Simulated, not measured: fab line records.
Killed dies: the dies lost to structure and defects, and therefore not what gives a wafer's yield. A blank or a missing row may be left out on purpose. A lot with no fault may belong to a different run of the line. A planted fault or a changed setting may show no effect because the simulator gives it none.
fab line records	flow n5Finfet
record lots=7	wafers=39
route steps=1938 shown WELL_APT@46 FIN_SAQP@125 SD_EPI_P@306 GATE_CUT@490 MOL_CONTACT_COAG@559 BEOL_M1@816 BEOL_M2@882 BEOL_M4@1021 BEOL_M6@1239 BEOL_M8@1390 BEOL_M11@1590 BEOL_M13@1692 BEOL_M14@1764 PASSIVATION@1916
startH: start of the lot's first displayed wafer, in hours after the record's first day	waitH: hours elapsed since this lot's preceding step	" identical to the entry in the row above	L1.1+2: a single row standing in for several wafers	- no value, or no start was given	* or withheld: withheld	< > ~ a bound
route shown NAME@n: names a module that has steps shown in the file, with the first one's number in the route	usual: the fault-free wafers' mean and standard deviation	same: alike in all rows	chamber/n: place in a boat	sites: the reading at each site	_std_site: the standard deviation of these	_edge_site: outer sites' mean less inner sites'	radiusMm: how far each site lies from the wafer's centre	mask NAME#n: copy n	behind: tool/chamber where the wafer was last shaped	hold: what put the lot on hold/how long, in hours/how the hold closed	device: names the non-switching transistor (n, p or np)	end of line: tests of these same wafers at the route's end	for a step that has no rows: nothing shown but its recipe	killed: at the first sort, the dies lost to defects and structure; wafer yield is something else	map: shows each die of a wafer: x if killed, . if not, _ if none is there
set.NAME: the run value of the setting; set.NAME@STEP: its run value at that earlier step	model.NAME: the simulator's own value behind a step, which no gauge read
one table per step and one row per wafer, for lots whose settings were changed on purpose
## steps
# step N5_WELL_APT_DESCUM_30
# recipe chemistry=O2	timeS=7.9	sourcePowerW=50	biasPowerW=20	pressureMtorr=20	rfFrequencyHz=2.712e+07	tempC=40	o2FlowSccm=225
# step N5_FIN_SAQP_SPACER1_ALD_24
# recipe material=SiO2	targetThkA=203	tempC=300	aldPrecursorFamily=BDEAS	aldCoReactant=O2-plasma	pulseTimeS=1	purgeTimeS=2	coReactantPurgeTimeS=2	aldCycles=218	pressureTorr=2
# step N5_SD_EPI_P_DESCUM_14
# recipe chemistry=O2	timeS=7.9	sourcePowerW=50	biasPowerW=20	pressureMtorr=20	rfFrequencyHz=2.712e+07	tempC=40	resist=CAR-ArF-block	o2FlowSccm=225
# step N5_GATE_CUT_DESCUM_18
# recipe chemistry=O2	timeS=7	sourcePowerW=50	biasPowerW=20	pressureMtorr=20	rfFrequencyHz=2.712e+07	tempC=40	resist=CAR-EUV	o2FlowSccm=225
# step N5_MOL_CONTACT_COAG_ALD_27
# recipe material=SiOC	targetThkA=170	tempC=400	aldPrecursorFamily=carbosiloxane	aldCoReactant=H2-plasma	pulseTimeS=1.5	timeS=2720	purgeTimeS=2	coReactantPurgeTimeS=2	aldCycles=340	pressureTorr=2
# step N5_BEOL_M1_SPUTTER_79
# recipe material=Cu	targetThkA=45	tempC=-20	chamberPressurePa=0.07	powerW=withheld	timeS=8.29
# step N5_BEOL_M2_ALD_98
# recipe material=SiO2	targetThkA=25	tempC=100	aldPrecursorFamily=BDEAS	aldCoReactant=O2-plasma	pulseTimeS=1	coReactantPulseTimeS=1	purgeTimeS=2	coReactantPurgeTimeS=2	aldCycles=17	pressureTorr=2
# step N5_BEOL_M4_ILD_DEP_00
# recipe material=SiOC	targetThkA=790	tempC=350	precursor=DEMS/O2	pressureTorr=5	rfW=500	timeS=15.3
# step N5_BEOL_M6_TRENCH_ETCH_37
# recipe chemistry=C4F6/O2	targetDepthA=944.35	target=SiCOH_lowk	timeS=31.5	ionEnergyEv=250	pressureMtorr=30	sourceW=345	biasW=185	Ar_flow_sccm=300	C4F6_flow_sccm=10	O2_flow_sccm=10
# step N5_BEOL_M8_SURFACE_TREAT_79
# recipe gas=Ar	timeS=*	ionEnergyEv=*	ionCurrentMaCm2=0.5	pressureMtorr=*	arFlowSccm=30
# step N5_BEOL_M11_ALD_74
# recipe material=TaN	targetThkA=20	tempC=275	aldPrecursorFamily=PDMAT	aldCoReactant=NH3	pressureTorr=3	carrierFlowSccm=1500	pulseTimeS=2	purgeTimeS=3	coReactantPurgeTimeS=2	coReactantPulseTimeS=3	aldCycles=40	precursorVesselTempC=75	precursorVesselPressureTorr=26.25	precursorVesselCarrierSccm=1000
# step N5_BEOL_M13_DESCUM_33
# step N5_BEOL_M14_SPUTTER_45
# recipe material=Cu	targetThkA=1000	tempC=-20	biasV=60	powerW=26000	chamberPressurePa=0.13	timeS=16.67
# step N5_PASSIVATION_PECVD_35
# recipe material=SiNx	targetThkA=7000	tempC=400	precursor=SiH4/NH3/N2	pressureTorr=4.9	rfW=1406	timeS=151.3
# step N5_PASSIVATION_PROBE_49
# usual sort_bin_6_memory=3.3/0.65
lot.wafer	tool	chamber	startH	waitH	set.timeS@WELL_APT_DESCUM_30	set.aldCycles@FIN_SAQP_SPACER1_ALD_24	set.timeS@SD_EPI_P_DESCUM_14	set.timeS@GATE_CUT_DESCUM_18	set.timeS@MOL_CONTACT_COAG_ALD_27	set.targetThkA@BEOL_M1_SPUTTER_79	set.aldCycles@BEOL_M2_ALD_98	set.targetThkA@BEOL_M4_ILD_DEP_00	set.timeS@BEOL_M6_TRENCH_ETCH_37	set.timeS@BEOL_M8_SURFACE_TREAT_79	set.aldCycles@BEOL_M11_ALD_74	set.timeS@BEOL_M13_DESCUM_33	set.targetThkA@BEOL_M14_SPUTTER_45	set.timeS@PASSIVATION_PECVD_35	sort_bin_6_memory[%]
L074.2	prober-01	-	285.16	0.3	7.9	218	7.9	7	2720	45	17	790	31.5	*	40	7.9	1000	151.3	3.8
L074.3	prober-01	-	285.21	0.4	7.9	218	7.9	7	2720	45	17	790	31.5	*	40	7.9	1000	151.3	3.6
L074.6	prober-01	-	285.36	0.5	7.9	218	7.9	7	2720	45	17	790	31.5	*	40	7.9	1000	151.3	3.8
L075.1	prober-01	-	285.41	0.4	7.9	218	7.9	10	2720	45	17	1093	18.86	*	21	7.9	1000	151.3	2.6
L075.2	prober-01	-	285.46	0.5	7.9	218	10.27	10	2720	68.15	22	790	31.5	*	40	3.319	1000	151.3	2.7
L075.3	prober-01	-	285.51	0.5	7.9	347	10.27	7	2720	45	17	790	18.86	*	21	3.319	497.9	151.3	6.2
L075.4	prober-01	-	285.56	0.6	7.9	347	7.9	10	2720	68.15	17	1093	31.5	*	40	3.319	497.9	151.3	6.0
L075.5	prober-01	-	285.61	0.6	7.9	347	10.27	7	2720	68.15	22	1093	18.86	*	40	7.9	497.9	151.3	7.3
L075.6	prober-01	-	285.66	0.7	7.9	218	7.9	7	2720	45	22	790	31.5	*	21	7.9	1000	151.3	3.6
L080.1	prober-02	-	315.42	0.0	7.9	218	7.9	10.61	2720	45	17	972.7	31.5	*	40	3.263	606.5	151.3	5.3
L080.2	prober-02	-	315.47	0.1	7.9	265	12.41	10.61	3465	45	17	790	31.5	*	47	3.263	1000	151.3	4.5
L080.3	prober-02	-	315.52	0.1	7.9	218	7.9	7	3465	57.36	17	790	31.5	*	40	7.9	1000	151.3	4.0
L080.4	prober-02	-	315.57	0.2	7.9	265	12.41	7	2720	57.36	17	972.7	31.5	*	40	7.9	1000	151.3	3.4
L080.5	prober-02	-	315.62	0.2	7.9	218	12.41	10.61	3465	57.36	17	972.7	31.5	*	47	3.263	606.5	151.3	4.7
L080.6	prober-02	-	315.67	0.3	7.9	265	7.9	7	2720	45	17	790	31.5	*	47	7.9	606.5	151.3	4.2
L079.1	prober-01	-	328.47	0.0	7.9	157	7.9	7	2720	45	21	991.1	20.33	*	40	7.9	1000	202.5	3.1
L079.2	prober-01	-	328.52	0.1	7.9	157	4.411	3.299	3733	66.43	21	790	20.33	*	40	5.225	1000	151.3	5.3
L079.3	prober-01	-	328.57	0.1	6.45	218	7.9	3.299	2720	66.43	17	991.1	20.33	*	40	5.225	1372	202.5	4.3
L079.4	prober-01	-	328.62	0.2	6.45	218	7.9	3.299	3733	45	21	790	31.5	*	40	5.225	1000	151.3	3.4
L079.5	prober-01	-	328.67	0.2	7.9	218	4.411	7	3733	45	17	991.1	31.5	*	40	7.9	1372	202.5	2.7
L079.6	prober-01	-	328.72	0.3	6.45	157	4.411	7	2720	66.43	17	790	31.5	*	40	7.9	1372	151.3	4.1
L087.1	prober-01	-	380.60	0.0	7.9	218	11.97	7	2720	52.46	17	790	31.5	*	40	10.48	1000	151.3	3.2
L087.2	prober-01	-	380.65	0.1	7.9	318	7.9	4.645	2720	45	17	790	31.5	*	40	10.48	1000	91.6	3.4
L087.3	prober-01	-	380.70	0.1	4.504	218	11.97	4.645	2720	45	9	790	43.27	*	40	7.9	1000	151.3	3.3
L087.4	prober-01	-	380.75	0.2	4.504	318	7.9	7	2720	45	17	790	43.27	*	40	7.9	591.9	151.3	5.8
L087.5	prober-01	-	380.80	0.2	4.504	318	11.97	7	2720	52.46	9	790	43.27	*	40	10.48	591.9	91.6	5.0
L087.6	prober-01	-	380.85	0.3	7.9	218	7.9	4.645	2720	52.46	9	790	31.5	*	40	7.9	591.9	91.6	6.4
L089.1	prober-02	-	380.90	0.3	7.9	218	6.619	7	1129	45	9	1134	31.5	*	61	7.9	1000	151.3	3.4
L089.2	prober-02	-	380.95	0.4	7.9	218	7.9	7	2720	45	9	1134	31.5	*	40	4.953	1000	151.3	3.2
L089.3	prober-02	-	381.00	0.4	11.63	218	6.619	7	2720	45	17	790	31.5	*	40	7.9	742.5	151.3	3.6
L089.4	prober-02	-	381.05	0.5	11.63	218	6.619	5.424	1129	45	17	790	31.5	*	61	7.9	1000	151.3	2.4
L089.5	prober-02	-	381.10	0.5	11.63	218	7.9	5.424	1129	45	9	790	31.5	*	40	4.953	742.5	151.3	2.6
L089.6	prober-02	-	381.15	0.6	7.9	218	7.9	5.424	2720	45	17	1134	31.5	*	61	4.953	742.5	151.3	3.4
L090.1	prober-02	-	382.58	0.0	7.9	218	7.9	7	4335	45	8	790	31.5	*	40	4.491	673.8	151.3	5.1
L090.2	prober-02	-	382.63	0.1	7.9	218	5.657	5.642	2720	66.87	8	790	31.5	*	40	4.491	1000	151.3	2.9
L090.3	prober-02	-	382.68	0.1	11.51	295	5.657	5.642	2720	45	17	790	31.5	*	40	4.491	1000	151.3	2.5
L090.4	prober-02	-	382.73	0.2	11.51	218	7.9	7	2720	66.87	17	790	31.5	*	40	7.9	673.8	151.3	4.8
L090.5	prober-02	-	382.78	0.2	11.51	295	7.9	5.642	4335	45	17	790	31.5	*	40	7.9	673.8	151.3	4.4
L090.6	prober-02	-	382.83	0.3	7.9	295	5.657	7	4335	66.87	8	790	31.5	*	40	7.9	1000	151.3	3.5
# killed by level:class
L074.2 MOL_CONTACT_COAG:geometricParticle:open=19 FIN_SAQP:geometricParticle:short=8 BEOL_M4:geometricParticle:open=7 BEOL_M0:geometricParticle:open=7 STI_FIN_REVEAL:geometricParticle:open=6 BEOL_M0_SAQP:geometricParticle:short=6 FIN_SAQP:geometricParticle:open=5 BEOL_M0_SAQP:geometricParticle:open=5
L074.3 BEOL_M1:geometricParticle:open=10 FIN_SAQP:geometricParticle:short=9 MOL_CONTACT_COAG:geometricParticle:open=9 BEOL_M0_SAQP:geometricParticle:short=9 BEOL_M3:geometricParticle:open=9 BEOL_M0_SAQP:geometricParticle:open=8 BEOL_M4:geometricParticle:open=7 BEOL_M1:geometricParticle:short=5
L074.6 MOL_CONTACT_COAG:geometricParticle:open=10 BEOL_M0_SAQP:geometricParticle:short=9 FIN_SAQP:geometricParticle:open=8 BEOL_M0_SAQP:geometricParticle:open=7 BEOL_M3:geometricParticle:open=7 BEOL_M1:geometricParticle:open=6 BEOL_M2:geometricParticle:short=6 GATE_CUT:geometricParticle:short=5
L075.1 BEOL_M4:areaDep=1063 BEOL_M3:geometricParticle:open=14 STI_FIN_REVEAL:geometricParticle:open=13 MOL_CONTACT_COAG:geometricParticle:open=10 BEOL_M0_SAQP:geometricParticle:short=6 STARTING-WAFER:geometricParticle:short=6 FIN_SAQP:geometricParticle:open=4 STARTING-WAFER:geometricParticle:open=4
L075.2 BEOL_M3:geometricParticle:open=15 FIN_SAQP:geometricParticle:short=11 FIN_SAQP:geometricParticle:open=10 BEOL_M0_SAQP:geometricParticle:short=10 BEOL_M0_SAQP:geometricParticle:open=8 STI_FIN_REVEAL:geometricParticle:open=6 MOL_CONTACT_COAG:geometricParticle:open=6 STARTING-WAFER:geometricParticle:open=5
L075.3 FIN_SAQP:areaAld=988 BEOL_M14:interfaceVoidOpened=107 BEOL_M0_SAQP:geometricParticle:open=12 MOL_CONTACT_COAG:geometricParticle:open=10 BEOL_M3:geometricParticle:open=8 BEOL_M0_SAQP:geometricParticle:short=7 DUMMY_GATE:geometricParticle:open=5 BEOL_M1:geometricParticle:open=5
L075.4 FIN_SAQP:areaAld=986 BEOL_M14:interfaceVoidOpened=117 BEOL_M3:geometricParticle:open=15 MOL_CONTACT_COAG:geometricParticle:open=12 BEOL_M0_SAQP:geometricParticle:open=11 BEOL_M0_SAQP:geometricParticle:short=6 FIN_SAQP:geometricParticle:open=4 STI_FIN_REVEAL:geometricParticle:open=2
L075.5 FIN_SAQP:areaAld=976 BEOL_M14:interfaceVoidOpened=122 BEOL_M0_SAQP:geometricParticle:open=12 MOL_CONTACT_COAG:geometricParticle:open=11 BEOL_M3:geometricParticle:open=7 STI_FIN_REVEAL:geometricParticle:open=5 BEOL_M3:geometricParticle:short=5 DUMMY_GATE:geometricParticle:open=4
L075.6 BEOL_M0_SAQP:geometricParticle:open=20 BEOL_M0_SAQP:geometricParticle:short=18 BEOL_M3:geometricParticle:open=12 MOL_CONTACT_COAG:geometricParticle:open=8 GATE_CUT:geometricParticle:short=6 M11:areaAld=6 STI_FIN_REVEAL:geometricParticle:open=5 FIN_SAQP:geometricParticle:open=4
L080.1 BEOL_M14:interfaceVoidOpened=56 STI_FIN_REVEAL:geometricParticle:open=14 BEOL_M0_SAQP:geometricParticle:short=11 MOL_CONTACT_COAG:geometricParticle:open=10 FIN_SAQP:geometricParticle:open=9 FIN_SAQP:geometricParticle:short=8 BEOL_M0_SAQP:geometricParticle:open=7 BEOL_M1:geometricParticle:open=6
L080.2 FIN_SAQP:areaAld=1046 MOL_CONTACT_COAG:geometricParticle:open=16 FIN_SAQP:geometricParticle:open=12 BEOL_M2:geometricParticle:open=11 BEOL_M0_SAQP:geometricParticle:open=10 FIN_SAQP:geometricParticle:short=8 BEOL_M0_SAQP:geometricParticle:short=8 STARTING-WAFER:geometricParticle:short=7
L080.3 FIN_SAQP:geometricParticle:open=14 STI_FIN_REVEAL:geometricParticle:open=12 BEOL_M4:geometricParticle:open=8 MOL_CONTACT_COAG:geometricParticle:open=7 FIN_SAQP:geometricParticle:short=6 GATE_CUT:geometricParticle:open=6 BEOL_M0_SAQP:geometricParticle:open=6 STI_FIN_REVEAL:geometricParticle:short=5
L080.4 FIN_SAQP:areaAld=1072 MOL_CONTACT_COAG:geometricParticle:open=11 BEOL_M0_SAQP:geometricParticle:short=9 BEOL_M2:geometricParticle:open=9 BEOL_M3:geometricParticle:open=9 STI_FIN_REVEAL:geometricParticle:open=6 BEOL_M0_SAQP:geometricParticle:open=6 FIN_SAQP:geometricParticle:open=5
L080.5 BEOL_M14:interfaceVoidOpened=37 FIN_SAQP:geometricParticle:open=10 BEOL_M0_SAQP:geometricParticle:open=10 FIN_SAQP:geometricParticle:short=9 BEOL_M3:geometricParticle:open=9 STI_FIN_REVEAL:geometricParticle:open=8 BEOL_M4:geometricParticle:open=8 MOL_CONTACT_COAG:geometricParticle:open=7
L080.6 FIN_SAQP:areaAld=1034 BEOL_M14:interfaceVoidOpened=49 MOL_CONTACT_COAG:geometricParticle:open=10 BEOL_M4:geometricParticle:open=9 BEOL_M3:geometricParticle:open=8 FIN_SAQP:geometricParticle:open=7 BEOL_M0_SAQP:geometricParticle:short=7 BEOL_M5:geometricParticle:open=6
L079.1 FIN_SAQP:areaAld=1090 BEOL_M3:geometricParticle:open=11 FIN_SAQP:geometricParticle:open=9 MOL_CONTACT_COAG:geometricParticle:open=7 BEOL_M0_SAQP:geometricParticle:short=7 GATE_CUT:geometricParticle:short=6 BEOL_M0_SAQP:geometricParticle:open=6 GATE_CUT:geometricParticle:open=5
L079.2 FIN_SAQP:areaAld=1057 BEOL_M3:geometricParticle:open=21 MOL_CONTACT_COAG:geometricParticle:open=10 FIN_SAQP:geometricParticle:open=9 DUMMY_GATE:geometricParticle:open=9 FIN_SAQP:geometricParticle:short=8 BEOL_M0_SAQP:geometricParticle:open=7 BEOL_M3:geometricParticle:short=6
L079.3 PASSIVATION:areaPecvd=1061 BEOL_M3:geometricParticle:open=15 FIN_SAQP:geometricParticle:short=10 BEOL_M0_SAQP:geometricParticle:open=10 BEOL_M0_SAQP:geometricParticle:short=10 FIN_SAQP:geometricParticle:open=8 ILD0:geometricParticle:open=6 MOL_CONTACT_COAG:geometricParticle:open=6
L079.4 BEOL_M3:geometricParticle:open=13 FIN_SAQP:geometricParticle:open=7 MOL_CONTACT_COAG:geometricParticle:open=7 BEOL_M0_SAQP:geometricParticle:open=7 FIN_SAQP:geometricParticle:short=6 BEOL_M0_SAQP:geometricParticle:short=6 BEOL_M0:geometricParticle:open=6 STI_FIN_REVEAL:geometricParticle:open=5
L079.5 PASSIVATION:areaPecvd=1087 BEOL_M0_SAQP:geometricParticle:short=10 FIN_SAQP:geometricParticle:short=8 BEOL_M3:geometricParticle:open=8 ILD0:geometricParticle:open=6 MOL_CONTACT_COAG:geometricParticle:open=6 STARTING-WAFER:geometricParticle:short=6 STI_FIN_REVEAL:geometricParticle:open=5
L079.6 FIN_SAQP:areaAld=1060 BEOL_M3:geometricParticle:open=15 BEOL_M0_SAQP:geometricParticle:short=10 MOL_CONTACT_COAG:geometricParticle:open=10 FIN_SAQP:geometricParticle:open=8 BEOL_M0_SAQP:geometricParticle:open=7 STI_FIN_REVEAL:geometricParticle:open=6 FIN_SAQP:geometricParticle:short=5
L087.1 STI_FIN_REVEAL:geometricParticle:open=14 FIN_SAQP:geometricParticle:open=10 FIN_SAQP:geometricParticle:short=10 BEOL_M3:geometricParticle:open=8 BEOL_M1:geometricParticle:open=8 GATE_CUT:geometricParticle:open=6 BEOL_M0_SAQP:geometricParticle:open=5 BEOL_M0_SAQP:geometricParticle:short=4
L087.2 FIN_SAQP:areaAld=1095 STI_FIN_REVEAL:geometricParticle:open=12 DUMMY_GATE:geometricParticle:open=11 FIN_SAQP:geometricParticle:open=9 BEOL_M3:geometricParticle:open=8 BEOL_M2:geometricParticle:open=6 BEOL_M1:geometricParticle:open=4 ILD0:geometricParticle:open=3
L087.3 BEOL_M2:geometricParticle:open=13 STI_FIN_REVEAL:geometricParticle:open=11 BEOL_M0_SAQP:geometricParticle:short=11 FIN_SAQP:geometricParticle:open=7 MOL_CONTACT_COAG:geometricParticle:open=7 BEOL_M1:geometricParticle:open=7 FIN_SAQP:geometricParticle:short=6 BEOL_M4:geometricParticle:open=6
L087.4 FIN_SAQP:areaAld=1026 BEOL_M14:interfaceVoidOpened=69 BEOL_M4:geometricParticle:open=11 STI_FIN_REVEAL:geometricParticle:open=7 MOL_CONTACT_COAG:geometricParticle:open=7 BEOL_M0_SAQP:geometricParticle:open=7 BEOL_M2:geometricParticle:open=5 GATE_CUT:geometricParticle:short=4
L087.5 FIN_SAQP:areaAld=1015 BEOL_M14:interfaceVoidOpened=55 BEOL_M0_SAQP:geometricParticle:short=18 BEOL_M2:geometricParticle:open=12 FIN_SAQP:geometricParticle:short=9 BEOL_M0_SAQP:geometricParticle:open=9 FIN_SAQP:geometricParticle:open=8 GATE_CUT:geometricParticle:short=5
L087.6 BEOL_M14:interfaceVoidOpened=57 STI_FIN_REVEAL:geometricParticle:open=20 BEOL_M3:geometricParticle:open=15 BEOL_M2:geometricParticle:open=10 BEOL_M4:geometricParticle:open=8 FIN_SAQP:geometricParticle:short=7 FIN_SAQP:geometricParticle:open=6 DUMMY_GATE:geometricParticle:open=6
L089.1 BEOL_M4:areaDep=1069 STI_FIN_REVEAL:geometricParticle:open=11 BEOL_M3:geometricParticle:open=9 DUMMY_GATE:geometricParticle:open=8 BEOL_M2:geometricParticle:open=8 BEOL_M0_SAQP:geometricParticle:short=7 BEOL_M1:geometricParticle:open=7 FIN_SAQP:geometricParticle:open=6
L089.2 BEOL_M4:areaDep=1091 BEOL_M3:geometricParticle:open=10 STI_FIN_REVEAL:geometricParticle:open=7 MOL_CONTACT_COAG:geometricParticle:open=6 BEOL_M1:geometricParticle:open=6 DUMMY_GATE:geometricParticle:open=5 BEOL_M2:geometricParticle:open=5 FIN_SAQP:geometricParticle:short=4
L089.3 BEOL_M3:geometricParticle:open=11 BEOL_M14:interfaceVoidOpened=9 BEOL_M1:geometricParticle:open=8 FIN_SAQP:geometricParticle:short=6 FIN_SAQP:geometricParticle:open=6 DUMMY_GATE:geometricParticle:open=6 STI_FIN_REVEAL:geometricParticle:open=6 BEOL_M5:geometricParticle:open=5
L089.4 FIN_SAQP:geometricParticle:open=7 FIN_SAQP:geometricParticle:short=7 MOL_CONTACT_COAG:geometricParticle:open=6 MOL_CONTACT_COAG:geometricParticle:short=6 BEOL_M1:geometricParticle:open=6 STARTING-WAFER:geometricParticle:short=6 BEOL_M2:geometricParticle:open=5 BEOL_M0_SAQP:geometricParticle:open=5
L089.5 FIN_SAQP:geometricParticle:open=10 FIN_SAQP:geometricParticle:short=10 BEOL_M6:geometricParticle:open=9 MOL_CONTACT_COAG:geometricParticle:open=8 BEOL_M0_SAQP:geometricParticle:short=7 BEOL_M14:interfaceVoidOpened=7 BEOL_M1:geometricParticle:open=5 BEOL_M3:geometricParticle:open=5
L089.6 BEOL_M4:areaDep=1078 FIN_SAQP:geometricParticle:open=11 BEOL_M14:interfaceVoidOpened=9 MOL_CONTACT_COAG:geometricParticle:short=9 MOL_CONTACT_COAG:geometricParticle:open=6 BEOL_M0_SAQP:geometricParticle:short=6 BEOL_M0_SAQP:geometricParticle:open=5 BEOL_M3:geometricParticle:open=5
L090.1 BEOL_M0_SAQP:geometricParticle:short=18 BEOL_M14:interfaceVoidOpened=17 STI_FIN_REVEAL:geometricParticle:open=16 MOL_CONTACT_COAG:geometricParticle:open=15 FIN_SAQP:geometricParticle:open=13 BEOL_M0_SAQP:geometricParticle:open=13 FIN_SAQP:geometricParticle:short=9 BEOL_M3:geometricParticle:open=9
L090.2 BEOL_M0_SAQP:geometricParticle:open=11 BEOL_M1:geometricParticle:open=10 FIN_SAQP:geometricParticle:open=9 FIN_SAQP:geometricParticle:short=8 BEOL_M0_SAQP:geometricParticle:short=8 MOL_CONTACT_COAG:geometricParticle:open=6 STI_FIN_REVEAL:geometricParticle:open=4 BEOL_M4:geometricParticle:open=3
L090.3 FIN_SAQP:areaAld=1104 STI_FIN_REVEAL:geometricParticle:open=10 BEOL_M0_SAQP:geometricParticle:short=9 BEOL_M0_SAQP:geometricParticle:open=8 MOL_CONTACT_COAG:geometricParticle:open=5 BEOL_M0:geometricParticle:short=5 FIN_SAQP:geometricParticle:short=4 BEOL_M2:geometricParticle:open=4
L090.4 BEOL_M14:interfaceVoidOpened=21 MOL_CONTACT_COAG:geometricParticle:open=18 BEOL_M0_SAQP:geometricParticle:open=15 BEOL_M0_SAQP:geometricParticle:short=10 STI_FIN_REVEAL:geometricParticle:open=8 BEOL_M1:geometricParticle:open=8 BEOL_M4:geometricParticle:open=8 BEOL_M5:geometricParticle:open=7
L090.5 FIN_SAQP:areaAld=1025 BEOL_M14:interfaceVoidOpened=24 STI_FIN_REVEAL:geometricParticle:open=16 BEOL_M0_SAQP:geometricParticle:short=16 FIN_SAQP:geometricParticle:open=12 MOL_CONTACT_COAG:geometricParticle:open=12 BEOL_M3:geometricParticle:open=12 FIN_SAQP:geometricParticle:short=8
L090.6 FIN_SAQP:areaAld=1070 BEOL_M0_SAQP:geometricParticle:short=17 BEOL_M0_SAQP:geometricParticle:open=13 FIN_SAQP:geometricParticle:open=10 BEOL_M3:geometricParticle:open=10 GATE_CUT:geometricParticle:short=8 STI_FIN_REVEAL:geometricParticle:open=6 GATE_CUT:geometricParticle:open=5
## key
split step=N5_WELL_APT_DESCUM_30	setting=timeS	statedAs=7.9
response none clear
split step=N5_FIN_SAQP_SPACER1_ALD_24	setting=aldCycles	statedAs=218
response none clear
split step=N5_SD_EPI_P_DESCUM_14	setting=timeS	statedAs=7.9
response none clear
split step=N5_GATE_CUT_DESCUM_18	setting=timeS	statedAs=7
response none clear
split step=N5_MOL_CONTACT_COAG_ALD_27	setting=timeS	statedAs=2720
response none clear
split step=N5_BEOL_M1_SPUTTER_79	setting=targetThkA	statedAs=45
response none clear
split step=N5_BEOL_M2_ALD_98	setting=aldCycles	statedAs=17
response none clear
split step=N5_BEOL_M4_ILD_DEP_00	setting=targetThkA	statedAs=790
response none clear
split step=N5_BEOL_M6_TRENCH_ETCH_37	setting=timeS	statedAs=31.5
response none clear
split step=N5_BEOL_M8_SURFACE_TREAT_79	setting=timeS	statedAs=*
response none clear
split step=N5_BEOL_M11_ALD_74	setting=aldCycles	statedAs=40
response none clear
split step=N5_BEOL_M13_DESCUM_33	setting=timeS	statedAs=7.9
response none clear
split step=N5_BEOL_M14_SPUTTER_45	setting=targetThkA	statedAs=1000
response step=N5_PASSIVATION_PROBE_49	reading=sort_bin_6_memory	slope=-0.0404	per=1%	togetherWith=all	explained=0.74
split step=N5_PASSIVATION_PECVD_35	setting=timeS	statedAs=151.3
response none clear
